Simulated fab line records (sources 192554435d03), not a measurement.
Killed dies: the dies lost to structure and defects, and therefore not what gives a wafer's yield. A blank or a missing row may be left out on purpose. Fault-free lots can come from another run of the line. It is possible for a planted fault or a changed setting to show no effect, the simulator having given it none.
Problem report, 8D (eight disciplines) form, completed by code ; flow n5Finfet ; the parts of the form that need people (team, actions taken, sign-off) are left out

## 1. WHAT IS WRONG
rawDefectCount at N5_BEOL_M10_INSPECT_58 reads a mean of 992 on 2 wafers of 2 lots; wafers without a fault read 68 with a standard deviation of 22. That puts it +42 standard deviations away from the usual mean.
The step: inspects for defects (darkfield).
First seen on wafer L616.6, day 13 21:50, on defectInspect-02. At this step, 29 wafers from 10 lots have a number in the record. Rule for "out" (also "out of limits"): further than 4 standard deviations from the usual mean. The other wafers with a number count as sound.

## 2. WHAT IT IS, AND WHAT IT ISN'T
question;is;is not
which readings at this step;rawDefectCount;-
which lots;L616, L618;L602, L603, L605, L607, L609, L612, L622, L623
which wafers of those lots;L616.6, L618.3;L616.3, L616.5, L618.5, L618.6
read on which gauges;defectInspect-01, defectInspect-02;-
when;from day 13 21:50;"up to then (20 sound wafers); but 7 sound wafers of L618, L622, L623 came after"

## 3. THE SUSPECTS, EACH WITH WHAT RULES IT OUT
Counting: a tool at a process step up to the reading stays a suspect if it ran every lot that is out. Sound lots after the first of them don't rule it out here, since some wafers of a struck lot are sound.
- the gauge at N5_BEOL_M10_INSPECT_58 has been ruled out. Those wafers that are out were read across 2 gauges (defectInspect-01, defectInspect-02).
- pecvd-01 at N5_BEOL_M10_DEP_56 (deposits SiCN from 3MS/NH3, target thk 15 nm, time 26.5 s): kept. It processed each lot that is out (first: L616, day 13 21:44); up to then, its last sound lot is L603 (day 10 08:08).
- Within pecvd-01 at N5_BEOL_M10_DEP_56: the wafers that are out ran in chamber 1; their sound lot-mates ran in chambers 0, 2.
Remaining after the count: pecvd-01 at N5_BEOL_M10_DEP_56.

## 4. THE CAUSE (what the simulator had put in)
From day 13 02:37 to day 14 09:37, pecvd-01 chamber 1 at N5_BEOL_M10_DEP_56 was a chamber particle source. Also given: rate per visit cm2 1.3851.
Only this tool survived the counting.

## 5. SEQUENCE OF EFFECTS, ordered by route
Each row: a reading where the mean over the struck wafers with a number is more than 3 standard deviations away from the usual. Only readings whose record carries a usual standard deviation are examined. hours: median over the lots of the time between each lot's start at the first step of this table that gives one and its start at this step. sigmas: the change, counted in usual standard deviations.
hours;step;reading;usual;on struck wafers;change;sigmas
0;N5_BEOL_M10_INSPECT_58;rawDefectCount;68;992;+924;+42
2;N5_BEOL_M11_INSPECT_13;rawDefectCount;399;1276;+878;+9.5
47;N5_PASSIVATION_PROBE_49;defectLimitedYield;91.5 %;81.4;-10.1;-6.3
47;N5_PASSIVATION_PROBE_49;killed_at_M4_up;13;151;+138;+25
47;N5_PASSIVATION_PROBE_49;killedDies;101;220;+118;+6.2
47;N5_PASSIVATION_PROBE_49;sort_bin_5_function;5.0 %;11.9;+6.9;+7.0
47;N5_PASSIVATION_PROBE_49;sortNPass;1079;960;-118;-6.2
47;N5_PASSIVATION_PROBE_49;sortYieldPct;91.5 %;81.4;-10.1;-6.3
Here are the process steps it includes:
- N5_PASSIVATION_PROBE_49

## 6. WHAT WOULD HAVE CAUGHT IT SOONER
Counted from the fault's start at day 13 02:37, it took 19 hours until the first out-of-limits reading at a measuring or inspecting step in this record, taken at day 13 21:50.
No tool reading at N5_BEOL_M10_DEP_56 that has a usual standard deviation in the record was out on any struck wafer, so an alarm limit of 4 standard deviations on those readings would not have fired.
Of the lots that are out (2), L618 began N5_BEOL_M10_DEP_56 on pecvd-01 after day 13 21:50. A tool hold placed at that time would have kept it from harm.
